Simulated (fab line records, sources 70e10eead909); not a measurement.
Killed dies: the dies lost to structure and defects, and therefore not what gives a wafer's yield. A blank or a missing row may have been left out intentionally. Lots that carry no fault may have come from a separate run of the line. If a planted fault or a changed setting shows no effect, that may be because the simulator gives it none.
A lot that was struck, set against a sound lot -- flow nand harc -- 17 steps out of a route of 1302
Sound: the wafers L682.1, L682.2, L682.3. Struck: wafer L691.2 (L691.3, L691.4, from the same lot, were not struck and are left out); the cause is given at the end.
For every step that has rows: the tool of each side, followed by ch and its chambers, followed by its first start. Under that, the readings that differ: sound wafers -- struck wafers -- difference of the means -- sigmas: that difference in standard deviations of wafers without a fault.
alike: readings whose means differ by less than 2 such deviations, and words and numbers that are the same on both sides. not compared: withheld readings, readings that some wafer has no value for, bounds like >300 that may hide the same value, and numbers for which the record gives no deviation and whose values overlap.
A row with sigmas, a row that says differs or no value, or rows on one side alone: a step with any of these is where the two part. When numbers do not overlap yet have no deviation, they are printed without sigmas and do not part them. A reading that every wafer of one side lacks parts them only if that side has two wafers or more.

NHARC_A_M0_OVL_MEAS_10: pitch 160 nm.
  sound: overlay-01 at day 24 07:29; struck: overlay-01 at day 28 18:50
reading,sound,struck,difference,sigmas
overlay y nm (nm),-1.2 -1.6 -1.5,1.2,+2.6,+3
  alike: overlay x nm
NHARC_A_M0_INSPECT_11:
  sound: defect inspect-02 at day 24 07:31; struck: defect inspect-02 at day 28 18:53
  alike: raw defect count
NHARC_A_M0_DESCUM_14: chemistry O2, time 3 s.
  sound on rie diel-10 ch 0,1,3, day 24 07:35; struck on rie diel-01 ch 0, day 28 18:58
  alike: drypump motor current A, oes product au, rf vpp V, showerhead plenum p Torr, throttle valve pct
  not compared: rf hours counter h
NHARC_A_M0_ETCH_34: etches the open film in N2/H2, target depth 40 nm, overetch 12 nm, time 43.94 s.
  sound on rie diel-10 ch 0,1,3, day 24 07:41; struck on rie diel-01 ch 3, day 28 19:02
  alike: drypump motor current A, oes product au, rf vpp V, showerhead plenum p Torr, throttle valve pct
  not compared: rf hours counter h
then, 1 step without rows for these wafers: NHARC_A_M0_ETCH_15 (etches the open film in C4F8/Ar, target depth 150 nm, overetch 15 nm, time 82.5 s).
NHARC_A_M0_CD_MEAS_16:
  sound: cd sem-03 at day 24 07:55; struck: cd sem-02 at day 28 19:16
  alike: cd nm
NHARC_A_M0_STRIP_18: strips in N2/H2.
  sound on rie diel-11 ch 0,1,2, day 24 07:59; struck on rie diel-10 ch 1, day 28 19:20
reading,sound,struck,difference,sigmas
rf hours counter h (h),6.1 5.9 5.3,3.7,-2.1,
  alike: drypump motor current A, oes product au, power w, rf vpp V, showerhead plenum p Torr, throttle valve pct
then, 1 step without rows for these wafers: NHARC_A_M0_STRIP_19 (strips in post etch residue remover, time 600 s).
NHARC_A_M0_DEGAS_28: time 60 s.
  sound: pvd sputter-01 at day 24 08:32; struck: pvd sputter-01 at day 28 19:56
  alike: heater power w
NHARC_A_M0_PRE_CLEAN_29: time 30 s.
  sound on pvd sputter-01; struck on pvd sputter-01
  alike: heater power w
then, 2 steps without rows for these wafers: NHARC_A_M0_PVD_20 (deposits TaN, target thk 5 nm, time 8.06 s); NHARC_A_M0_PVD_21 (deposits Cu, target thk 30 nm, time 20.49 s).
NHARC_A_M0_ECD_22: material Cu, target thk 400 nm.
  sound on ecd cu-02 ch 0,1, day 24 08:54; struck on ecd cu-02 ch 0,1, day 28 20:20
then, 1 step without rows for these wafers: NHARC_A_M0_ANNEAL_30 (time 90 s).
NHARC_A_M0_CMP_23: polishes, t overpolish 20 s, target thk 113.75 nm.
  sound on cmp-04 ch 0,1,3, day 24 09:37; struck on cmp-04 ch 1, day 28 21:01
reading,sound,struck,difference,sigmas
time to endpoint s (s),26.1 24.4 26.3,20.1,-5.5,-2
  alike: motor current A
NHARC_A_M0_THK_MEAS_24: measures by xrf.
  sound: film metro-01 at day 24 09:56; struck: film metro-01 at day 28 21:20
reading,sound,struck,difference,sigmas
thk nm (nm),114.3 113.2 114.7,110.7,-3.4,-2
following that, these wafers have no rows for 1 step: NHARC_END_SORT_01.

## WHERE THEY PART
Earliest at NHARC_A_M0_OVL_MEAS_10; latest, in this record, at NHARC_A_M0_THK_MEAS_24.

WHY: whatever the simulator had introduced
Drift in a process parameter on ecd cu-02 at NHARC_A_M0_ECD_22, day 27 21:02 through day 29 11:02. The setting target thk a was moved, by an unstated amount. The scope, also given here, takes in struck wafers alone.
